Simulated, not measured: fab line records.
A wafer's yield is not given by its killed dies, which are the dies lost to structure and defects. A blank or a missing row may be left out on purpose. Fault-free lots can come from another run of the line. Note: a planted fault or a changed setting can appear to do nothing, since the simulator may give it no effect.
Chamber matching / flow n5_finfet / N5_BEOL_M2_ETCH_64 on rie_diel-04: 4 sister chambers
The step etches SOC in N2/H2, target depth 75 nm, overetch 22.5 nm, time 121.9 s. 4 wafers are shown with their chamber, then 9 later ones without.

## WAFERS, EACH WITH ITS CHAMBER
wafer=L082.6; chamber=2; oes_product_au (a.u.)=0.53
wafer=L085.2; chamber=1; oes_product_au (a.u.)=0.63
wafer=L085.3; chamber=0; oes_product_au (a.u.)=0.57
wafer=L085.6; chamber=3; oes_product_au (a.u.)=0.54

## WAFERS WITH NO CHAMBER GIVEN
wafer=L088.1; oes_product_au (a.u.)=0.57
wafer=L088.2; oes_product_au (a.u.)=0.63
wafer=L088.5; oes_product_au (a.u.)=0.56
wafer=L087.2; oes_product_au (a.u.)=0.56
wafer=L087.4; oes_product_au (a.u.)=0.63
wafer=L087.6; oes_product_au (a.u.)=0.57
wafer=L096.1; oes_product_au (a.u.)=0.61
wafer=L096.2; oes_product_au (a.u.)=0.53
wafer=L096.3; oes_product_au (a.u.)=0.56

## CHAMBER TAKEN BY EACH
wafer=L088.1; from the rows above=0; in truth=0
wafer=L088.2; from the rows above=1; in truth=1
wafer=L088.5; from the rows above=can't be placed: 0 or 3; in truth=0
wafer=L087.2; from the rows above=can't be placed: 0 or 3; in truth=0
wafer=L087.4; from the rows above=1; in truth=1
wafer=L087.6; from the rows above=0; in truth=0
wafer=L096.1; from the rows above=1; in truth=1
wafer=L096.2; from the rows above=can't be placed: 2 or 3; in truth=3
wafer=L096.3; from the rows above=can't be placed: 0 or 3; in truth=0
5 of 9 placed correctly. Unplaceable from these rows: 4, with the true chamber sitting among the candidates in 4. Placed wrongly: 0.
How it was worked out, from the rows above alone: a wafer's distance from a chamber is the root of the sum, over the readings, of the square of ((its reading less the chamber's mean) divided by the reading's scatter). The wafer belongs to the nearest chamber; if the next one is less than 2 further off, it can't be placed. A chamber's mean is the mean of its shown wafers. The scatter (one wafer shown for each chamber): square how far every hidden wafer sits from the nearest shown wafer, average those squares and take the square root.
